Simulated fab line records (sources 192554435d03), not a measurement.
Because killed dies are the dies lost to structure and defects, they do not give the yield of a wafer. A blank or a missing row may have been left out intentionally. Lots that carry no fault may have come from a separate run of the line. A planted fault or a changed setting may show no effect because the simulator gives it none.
Problem report, 8D (eight disciplines) form, completed by code || flow n5_finfet || the parts of the form that need people (team, actions taken, sign-off) are left out
Where a reading is given only as a bound, like >300, the bound stands for it, and a mean or a difference that rests on one is marked > or <: the true number lies beyond.

1. WHAT IS WRONG
raw_defect_count at N5_HKMG_FIN_INSPECT_14 reads a mean of >300 on 1 wafer of 1 lot; wafers without a fault read 2.3 with a standard deviation of 1.4. So: +99 or more standard deviations from the usual mean.
The step: inspects for defects (macro).
First seen on wafer L209.1, day 6 18:20, on defect_inspect-01. At this step, 27 wafers from 9 lots have a number in the record. Rule for "out" (also "out of limits"): further than 4 standard deviations from the usual mean. The rest of the wafers with a number are treated as sound.

2. WHAT IT IS, AND WHAT IT ISN'T
{"question": "which readings at this step", "is": "raw_defect_count", "is not": "-"}
{"question": "which lots", "is": "L209", "is not": "L199, L201, L203, L205, L206, L214, L216, L218"}
{"question": "which wafers of those lots", "is": "L209.1", "is not": "L209.4, L209.5"}
{"question": "read on which gauges", "is": "defect_inspect-01", "is not": "defect_inspect-02"}
{"question": "when", "is": "from day 6 18:20", "is not": "up to then (17 sound wafers); but 9 sound wafers of L214, L216, L218 came after"}

3. WHAT RULES OUT EACH SUSPECT
Counting: a tool at a process step up to the reading stays a suspect if it ran every lot that is out. Sound lots after the first of them don't rule it out here, since some wafers of a struck lot are sound.
- ruled out: the gauge at N5_HKMG_FIN_INSPECT_14. All the wafers that are out were read on defect_inspect-01, but those of them that N5_PASSIVATION_PROBE_49 has rows for are out there too, on other tools.
- wet_bench-01 at N5_HKMG_FIN_WET_ETCH_82 (etches La2O3 in dHCl, stops on HfO2, target depth 2 nm, rinse time 30 s): kept. It ran the lot that is out, L209 (day 6 17:04); its last sound lot up to then is L201 (day 4 15:26).
Left after counting: wet_bench-01 at N5_HKMG_FIN_WET_ETCH_82.

4. THE CAUSE (what the simulator had put in)
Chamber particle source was wet_bench-01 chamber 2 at N5_HKMG_FIN_WET_ETCH_82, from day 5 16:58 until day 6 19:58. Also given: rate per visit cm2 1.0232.
The count eliminated every tool but this one.

5. THE CHAIN OF EFFECTS, in route order
Each row: a reading whose mean over the struck wafers that have a number lies more than 3 standard deviations from the usual. Readings are gone through only where the record gives a usual standard deviation; hours: the median, over the lots, of the time from a lot's start at the first step in this table giving one to that lot's start at this step; sigmas: the change measured in usual standard deviations.
{"hours": 0, "step": "N5_HKMG_FIN_INSPECT_14", "reading": "raw_defect_count", "usual": 2.3, "on struck wafers": ">300", "change": ">+298", "sigmas": "+99 or more"}
{"hours": 215, "step": "N5_PASSIVATION_PROBE_49", "reading": "defect_limited_yield", "usual": "91.1 %", "on struck wafers": 83.0, "change": -8.1, "sigmas": -5.8}
{"hours": 215, "step": "N5_PASSIVATION_PROBE_49", "reading": "killed_at_front_end", "usual": 39, "on struck wafers": 141, "change": "+102", "sigmas": "+9.3"}
{"hours": 215, "step": "N5_PASSIVATION_PROBE_49", "reading": "killed_dies", "usual": 105, "on struck wafers": 201, "change": "+96", "sigmas": "+6.0"}
{"hours": 215, "step": "N5_PASSIVATION_PROBE_49", "reading": "killed_on_rim", "usual": 13, "on struck wafers": 28, "change": "+15", "sigmas": "+4.1"}
{"hours": 215, "step": "N5_PASSIVATION_PROBE_49", "reading": "sort_bin_5_function", "usual": "5.2 %", "on struck wafers": 11.7, "change": "+6.5", "sigmas": "+7.4"}
{"hours": 215, "step": "N5_PASSIVATION_PROBE_49", "reading": "sort_n_pass", "usual": 1075, "on struck wafers": 979, "change": -96, "sigmas": -6.0}
{"hours": 215, "step": "N5_PASSIVATION_PROBE_49", "reading": "sort_yield_pct", "usual": "91.1 %", "on struck wafers": 83.0, "change": -8.1, "sigmas": -5.8}
Its process steps:
- N5_PASSIVATION_PROBE_49
At these later measuring or inspecting steps, every struck wafer for which the step has a row has a number for every such reading, and none has moved that far: N5_BEOL_M4_RC_MEAS_101.

6. WHAT WOULD HAVE CAUGHT IT SOONER
In this record the first reading out of limits at a measuring or inspecting step was taken at day 6 18:20, 25 hours after the fault began at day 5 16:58.
By day 6 18:20 the whole set of lots that are out, 1 in number, had already begun N5_HKMG_FIN_WET_ETCH_82 on wet_bench-01. None of them would have been spared by holding the tool at that moment.
